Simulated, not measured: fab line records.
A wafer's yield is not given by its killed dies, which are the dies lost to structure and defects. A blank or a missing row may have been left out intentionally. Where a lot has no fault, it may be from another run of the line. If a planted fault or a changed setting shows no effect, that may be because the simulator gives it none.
Which tool did it? | flow n5_finfet | route of 1938 steps, sampled at 1 step: 7 lots, 21 wafers

WHAT THE GAUGES SHOWED, per wafer
N5_BEOL_M13_RS_MEAS_54: measurement is done with a four-point probe.
lot  | measured     | on            | M13_RS (ohm/sq)
L357 | day 11 13:50 | film_metro-01 | 0.0452 0.0454 0.0447
L360 | day 12 04:49 | film_metro-01 | 0.0443 0.0455 0.0437
L366 | day 13 13:22 | film_metro-02 | 0.0455 0.0446 0.0448
L368 | day 14 12:56 | film_metro-02 | 0.0452 0.0447 0.0450
L370 | day 14 17:25 | film_metro-02 | 0.0453 0.0457 0.0442
L373 | day 16 00:25 | film_metro-01 | 0.0442 0.0445 0.0448
L376 | day 16 10:17 | film_metro-02 | 0.0452 0.0440 0.0451

WHICH TOOL RAN EACH LOT (tool, then ch and the chambers of the sampled wafers, then the start)
Record: no process step prior to these readings.

THE ANSWER, worked out from the rows above alone
Rule: the usual values come from the lots themselves. Put in order of their means at a reading, lots are off if they are a third of the lots or fewer, leave a main group of 4 or more, and stand apart from it by a gap of 3 or more times the standard deviation of the main group's means; of several such gaps the widest counts. A main group whose means are all the same, to the digits that the tables above print for the reading, isn't used. Also off: a lot with no number at a reading for which 4 or more lots have one. Any other lot the step has rows for is counted as sound.
No lot is off at any reading shown: from this, nothing can be told.

WHAT THE SIMULATOR PUT IN
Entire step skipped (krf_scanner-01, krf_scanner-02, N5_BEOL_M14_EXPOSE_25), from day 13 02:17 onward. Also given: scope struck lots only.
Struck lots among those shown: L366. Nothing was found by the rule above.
